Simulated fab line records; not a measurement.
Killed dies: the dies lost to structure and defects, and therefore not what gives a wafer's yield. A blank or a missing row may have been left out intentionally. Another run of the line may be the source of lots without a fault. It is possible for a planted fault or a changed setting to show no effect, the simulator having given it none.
Matching of chambers    flow nand_harc    4 sister chambers for NHARC_A_STAIRCASE_DESCUM_291 on rie_diel-11
The step chemistry O2, time 3 s. 8 wafers are shown with their chamber, then 8 later ones without.

== WAFERS PAIRED WITH THEIR CHAMBERS ==
wafer   chamber  showerhead_plenum_p_Torr (Torr)  oes_product_au (a.u.)
L075.5  2        2.00                             1.013
L088.4  0        1.93                             1.013
L088.5  2        1.99                             1.008
L088.6  3        1.94                             0.999
L085.1  3        1.94                             1.009
L085.2  0        1.93                             0.992
L085.4  1        1.93                             0.996
L092.1  1        1.93                             1.000

== WAFERS WITH NO CHAMBER GIVEN ==
wafer   showerhead_plenum_p_Torr (Torr)  oes_product_au (a.u.)
L092.3  1.99                             1.009
L092.4  1.92                             0.995
L096.1  1.99                             0.995
L096.2  1.92                             0.999
L096.4  1.93                             0.998
L097.1  1.92                             1.014
L097.2  1.93                             1.001
L097.4  1.99                             0.997

== WHICH CHAMBER EACH WENT THROUGH ==
wafer   from the rows above      in truth
L092.3  2                        2
L092.4  can't be placed: 1 or 0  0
L096.1  2                        2
L096.2  can't be placed: 1 or 0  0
L096.4  can't be placed: 1 or 0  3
L097.1  can't be placed: 0 or 1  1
L097.2  can't be placed: 0 or 1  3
L097.4  2                        2
Correct placement for 3 of the 8. Can't be placed from these rows: 5 (the true chamber is among the candidates in 3). Placed wrongly: 0.
How it was worked out, from the rows above alone: a wafer's distance from a chamber is the root of the sum, over the readings, of the square of ((its reading less the chamber's mean) divided by the reading's scatter). If the next closest chamber is less than 2 further off than the closest, the wafer can't be placed; otherwise it belongs to the closest. The mean given for a chamber averages the wafers shown for that chamber. The scatter is the square root of a quotient: the sum, over the shown wafers, of each reading's squared deviation from its chamber's mean, divided by wafers minus chambers.
